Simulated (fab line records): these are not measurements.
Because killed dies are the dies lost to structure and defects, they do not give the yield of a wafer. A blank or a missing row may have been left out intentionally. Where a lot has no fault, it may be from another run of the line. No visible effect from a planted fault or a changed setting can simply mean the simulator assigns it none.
Which tool is to blame? + flow n5_finfet + 12 lots (36 wafers sampled), 1 step of a 1938-step route

== WHAT THE GAUGES READ, wafer by wafer ==
N5_BEOL_M9_OVL_MEAS_29.
| lot  | measured     | on         | V8_OVL (nm)    |
|------|--------------|------------|----------------|
| L076 | day 10 20:50 | overlay-01 | -0.5 -1.2 -1.0 |
| L079 | day 11 11:35 | overlay-01 | -1.5 -2.4 -1.6 |
| L078 | day 12 01:20 | overlay-01 | 0.2 -0.4 0.1   |
| L082 | day 12 16:09 | overlay-02 | 0.0 0.8 -0.4   |
| L084 | day 13 07:29 | overlay-02 | -0.3 0.6 -0.3  |
| L085 | day 14 05:07 | overlay-02 | -0.5 -0.6 -1.4 |
| L088 | day 14 07:32 | overlay-02 | -0.6 -0.5 0.1  |
| L089 | day 14 11:44 | overlay-01 | -0.8 -0.4 1.1  |
| L091 | day 15 13:51 | overlay-02 | -0.7 -0.4 -1.1 |
| L093 | day 15 13:56 | overlay-01 | -0.7 -0.4 0.6  |
| L095 | day 16 01:43 | overlay-02 | 1.2 0.7 1.2    |
| L097 | day 17 01:55 | overlay-02 | 0.1 0.3 0.0    |

== WHAT TOOL EACH LOT RAN ON (gives the tool, then ch and the chambers of the sampled wafers, and finally the start) ==
Before these readings, the record contains no process step.

== THE ANSWER, worked out from the rows above alone ==
Rule: what is usual is taken from the lots themselves. Put in order of their means at a reading, lots are off if they are a third of the lots or fewer, leave a main group of 4 or more, and stand apart from it by a gap of 3 or more times the standard deviation of the main group's means; of several such gaps the widest counts. Not used: any main group whose means are identical at the precision the tables above print for the reading. A lot without any number at a reading at which 4 lots or more have one is off too. The other lots that the step has rows for count as sound.
Across all readings shown, no lot is off: no conclusion can be drawn from this.

== WHAT THE SIMULATOR PUT IN ==
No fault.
